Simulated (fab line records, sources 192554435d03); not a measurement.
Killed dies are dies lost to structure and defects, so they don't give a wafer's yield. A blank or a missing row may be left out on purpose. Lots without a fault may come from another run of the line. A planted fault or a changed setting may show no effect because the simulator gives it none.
Chamber matching | flow n5_finfet | N5_BEOL_M5_ETCH_75 on rie_diel-06: 4 sister chambers
The step etches underlayer in N2/H2, target depth 6.5 nm, time 5.2 s. 4 wafers are shown with their chamber, then 7 later ones without.

WAFERS WITH THEIR CHAMBER
wafer  | chamber | throttle_valve_pct (%)
L087.3 | 0       | 17.7
L087.6 | 1       | 17.3
L089.3 | 2       | 18.2
L089.4 | 3       | 17.8

WAFERS WITHOUT THEIR CHAMBER
wafer  | throttle_valve_pct (%)
L089.5 | 17.3
L092.1 | 17.8
L092.2 | 18.2
L092.3 | 17.4
L092.4 | 17.7
L092.5 | 17.7
L092.6 | 17.8

WHICH CHAMBER EACH WENT THROUGH
wafer  | from the rows above | in truth
L089.5 | 1                   | 1
L092.1 | 3                   | 3
L092.2 | 2                   | 2
L092.3 | 1                   | 1
L092.4 | 0                   | 0
L092.5 | 0                   | 0
L092.6 | 3                   | 3
Placed correctly: 7 of 7. Can't be placed from these rows: 0. Placed wrongly: 0.
How it was worked out, from the rows above alone: a wafer's distance from a chamber is the root of the sum, over the readings, of the square of ((its reading less the chamber's mean) divided by the reading's scatter). The wafer belongs to the nearest chamber; if the next one is less than 2 further off, it can't be placed. A chamber's mean is the mean of its shown wafers. The scatter: with one shown wafer a chamber, the root of the mean of the squares of how far each hidden wafer lies from its nearest shown one.
